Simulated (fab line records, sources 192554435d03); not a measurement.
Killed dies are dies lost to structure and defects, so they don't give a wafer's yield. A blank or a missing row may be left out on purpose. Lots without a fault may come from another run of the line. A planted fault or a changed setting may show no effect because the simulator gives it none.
Chamber matching | flow n5_finfet | N5_BEOL_M11_CURE_71 on uv_cure-01: 3 sister chambers
The step cures SiCOH lowk, time 240 s. 3 wafers are shown with their chamber, then 8 later ones without.

WAFERS WITH THEIR CHAMBER
wafer  | chamber | wafer_temp_C_max
L087.5 | 2       | 386.2
L086.5 | 1       | 387.2
L091.3 | 0       | 388.2

WAFERS WITHOUT THEIR CHAMBER
wafer  | wafer_temp_C_max
L091.5 | 388.8
L091.6 | 387.1
L093.2 | 388.8
L093.3 | 388.1
L093.5 | 388.0
L092.2 | 388.3
L092.3 | 388.6
L092.6 | 387.5

WHICH CHAMBER EACH WENT THROUGH
wafer  | from the rows above     | in truth
L091.5 | 0                       | 0
L091.6 | 1                       | 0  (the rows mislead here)
L093.2 | 0                       | 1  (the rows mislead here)
L093.3 | 0                       | 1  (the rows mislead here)
L093.5 | can't be placed: 0 or 1 | 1
L092.2 | 0                       | 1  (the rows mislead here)
L092.3 | 0                       | 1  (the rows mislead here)
L092.6 | can't be placed: 1 or 0 | 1
Placed correctly: 1 of 8. Can't be placed from these rows: 2 (the true chamber is among the candidates in 2). Placed wrongly: 5.
How it was worked out, from the rows above alone: a wafer's distance from a chamber is the root of the sum, over the readings, of the square of ((its reading less the chamber's mean) divided by the reading's scatter). The wafer belongs to the nearest chamber; if the next one is less than 2 further off, it can't be placed. A chamber's mean is the mean of its shown wafers. The scatter: with one shown wafer a chamber, the root of the mean of the squares of how far each hidden wafer lies from its nearest shown one.
